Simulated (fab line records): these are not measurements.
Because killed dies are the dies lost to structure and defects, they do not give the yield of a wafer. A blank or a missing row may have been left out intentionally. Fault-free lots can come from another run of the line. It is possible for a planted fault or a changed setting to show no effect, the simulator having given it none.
Which tool was responsible? ; flow nand-harc ; Sampling: 13 lots, 39 wafers, 5 of 1302 route steps

== WHAT THE GAUGES READ, wafer by wafer ==
NHARC_A_SOURCE_PLATE_INSPECT_08.
lot;measured;on;raw-defect-count
L237;day 7 15:32;defect-inspect-01;53 37 70
L238;day 7 19:52;defect-inspect-01;50 52 66
L241;day 9 09:35;defect-inspect-01;29 33 63
L243;day 10 10:46;defect-inspect-02;63 35 30
L246;day 11 14:37;defect-inspect-02;91 51 67
L249;day 12 17:02;defect-inspect-01;63 47 56
L253;day 14 12:18;defect-inspect-01;64 30 92
L255;day 15 03:53;defect-inspect-01;66 41 48
L256;day 15 16:17;defect-inspect-01;36 55 44
L257;day 16 01:17;defect-inspect-01;59 76 65
L258;day 16 11:05;defect-inspect-02;52 121 87
L259;day 16 22:58;defect-inspect-02;70 74 80
L260;day 17 15:28;defect-inspect-02;36 66 46

NHARC_A_ONON_D1_THK_MEAS_05: measures by ellipsometry.
lot;measured;on;thk-nm (nm)
L237;day 7 16:41;film-metro-02;992 991 993
L238;day 7 20:59;film-metro-01;1007 1008 1008
L241;day 9 10:44;film-metro-02;1005 1004 1003
L243;day 10 11:54;film-metro-01;1014 1012 1014
L246;day 11 15:46;film-metro-02;1484 991 1487
L249;day 12 18:26;film-metro-01;1496 1004 1495
L253;day 14 13:28;film-metro-02;999 999 1001
L255;day 15 05:01;film-metro-02;1012 1010 1011
L256;day 15 17:26;film-metro-02;988 989 990
L257;day 16 02:26;film-metro-01;1020 1019 1019
L258;day 16 12:14;film-metro-02;1003 1003 1002
L259;day 17 00:07;film-metro-01;1001 1002 1002
L260;day 17 16:37;film-metro-02;988 989 988

NHARC_END_SORT_01.
lot;measured;on;killed-at-array;killed-at-other;killed-at-periphery;killed-dies;killed-open;killed-short
L246;day 28 04:59;prober-02;673 33 673;1 3 1;3 3 3;677 39 677;2 5 3;1 3 2
L249;day 29 19:17;prober-01;672 62 673;1 0 0;4 8 4;677 70 677;3 4 2;1 5 2

== WHAT TOOL EACH LOT RAN ON (gives the tool, then ch and the chambers of the sampled wafers, and finally the start) ==
lot;NHARC_P_BONDPAD_ETCH_37;NHARC_A_ONON_D1_DEP_03
L237;rie-diel-11 ch 1,3, day 6 13:46;pecvd-onon-04 ch 0, day 7 16:14
L238;rie-diel-11 ch 1,2,3, day 6 19:07;pecvd-onon-04 ch 0, day 7 20:32
L241;rie-diel-11 ch 0,1,3, day 8 06:53;pecvd-onon-01 ch 0, day 9 10:13
L243;rie-diel-13 ch 0,2,3, day 9 05:29;pecvd-onon-04 ch 0, day 10 11:31
L246;rie-diel-11 ch 1,2,3, day 10 13:04;pecvd-onon-04 ch 0, day 11 15:19
L249;rie-diel-08 ch 0,3, day 11 15:26;pecvd-onon-04 ch 0, day 12 17:59
L253;rie-diel-08 ch 0,2,3, day 13 08:54;pecvd-onon-02 ch 0, day 14 12:58
L255;rie-diel-11 ch 2,3, day 13 23:50;pecvd-onon-01 ch 0, day 15 04:31
L256;rie-diel-08 ch 1,2,3, day 14 13:19;pecvd-onon-02 ch 0, day 15 16:59
L257;rie-diel-13 ch 0,1,3, day 15 00:07;pecvd-onon-04 ch 0, day 16 01:59
L258;rie-diel-11 ch 1,2,3, day 15 08:56;pecvd-onon-04 ch 0, day 16 11:44
L259;rie-diel-13 ch 2,3, day 15 21:22;pecvd-onon-02 ch 0, day 16 23:35
L260;rie-diel-13 ch 0,1,3, day 16 11:44;pecvd-onon-01 ch 0, day 17 16:07
- NHARC_P_BONDPAD_ETCH_37: etches the open film in N2/H2, target depth 60 nm, overetch 18 nm, time 65.91 s.
- NHARC_A_ONON_D1_DEP_03: target thk 1000 nm.

== AS READ BY THE TOOLS THEMSELVES (means over the sampled wafers that have a number; for cases with no such wafer, the mark the record gives instead) ==
NHARC_P_BONDPAD_ETCH_37.
lot;tool;drypump-motor-current-A (A);oes-product-au (a.u.);rf-vpp-V (V);showerhead-plenum-p-Torr (Torr);throttle-valve-pct (%)
L237;rie-diel-11;5.6;0.993;429.2;2.00;14.175
L238;rie-diel-11;5.6;0.997;428.4;1.96;14.178
L241;rie-diel-11;5.8;0.998;427.8;1.97;14.173
L243;rie-diel-13;5.7;1.000;429.3;1.99;14.175
L246;rie-diel-11;5.7;1.001;427.8;1.96;14.164
L249;rie-diel-08;5.9;1.002;430.5;2.05;14.168
L253;rie-diel-08;5.7;0.993;430.9;2.05;14.173
L255;rie-diel-11;5.4;1.004;428.9;1.98;14.178
L256;rie-diel-08;5.4;1.006;431.3;2.04;14.177
L257;rie-diel-13;6.0;0.991;430.7;2.04;14.167
L258;rie-diel-11;5.6;1.005;429.0;1.96;14.172
L259;rie-diel-13;5.6;1.008;428.3;1.98;14.168
L260;rie-diel-13;6.0;0.997;430.1;2.04;14.162

NHARC_A_ONON_D1_DEP_03.
lot;tool;n2o-flow-sccm (sccm)
L237;pecvd-onon-04;2002
L238;pecvd-onon-04;2005
L241;pecvd-onon-01;2000
L243;pecvd-onon-04;1999
L246;pecvd-onon-04;1996
L249;pecvd-onon-04;1997
L253;pecvd-onon-02;2002
L255;pecvd-onon-01;1999
L256;pecvd-onon-02;2002
L257;pecvd-onon-04;2011
L258;pecvd-onon-04;1992
L259;pecvd-onon-02;1997
L260;pecvd-onon-01;1996

== THE ANSWER, worked out from the rows above alone ==
Rule: the lots themselves supply what counts as usual. The widest of any qualifying gaps counts: lots, ordered by their means at a reading, are off when they make up no more than a third of the lots, leave a main group of 4 or more, and stand apart from it by 3 or more times the standard deviation of that group's means. If all means in a main group match to the digits the tables above print for the reading, that group is not used. Also off: a lot with no number at a reading for which 4 or more lots have one. All remaining lots with rows at the step are treated as sound. After the gauges, taken in route order, come the tools' own readings; for these a lot's mean is taken, as printed above. At the first step where some lot is off, the reading lying furthest off is the one used; lots without a number count as furthest.
Off: L246, L249, at NHARC_A_ONON_D1_THK_MEAS_05 (thk-nm). Main group: mean 1003 nm, sd 9.6.
A tool fits if, at a process step before that reading, it ran every lot that is off, and no sound lot after the first of them. Gauges at NHARC_A_ONON_D1_THK_MEAS_05: tried the same way as those tools. Of those tried, none fits.

== WHAT HAD BEEN PUT IN BY THE SIMULATOR ==
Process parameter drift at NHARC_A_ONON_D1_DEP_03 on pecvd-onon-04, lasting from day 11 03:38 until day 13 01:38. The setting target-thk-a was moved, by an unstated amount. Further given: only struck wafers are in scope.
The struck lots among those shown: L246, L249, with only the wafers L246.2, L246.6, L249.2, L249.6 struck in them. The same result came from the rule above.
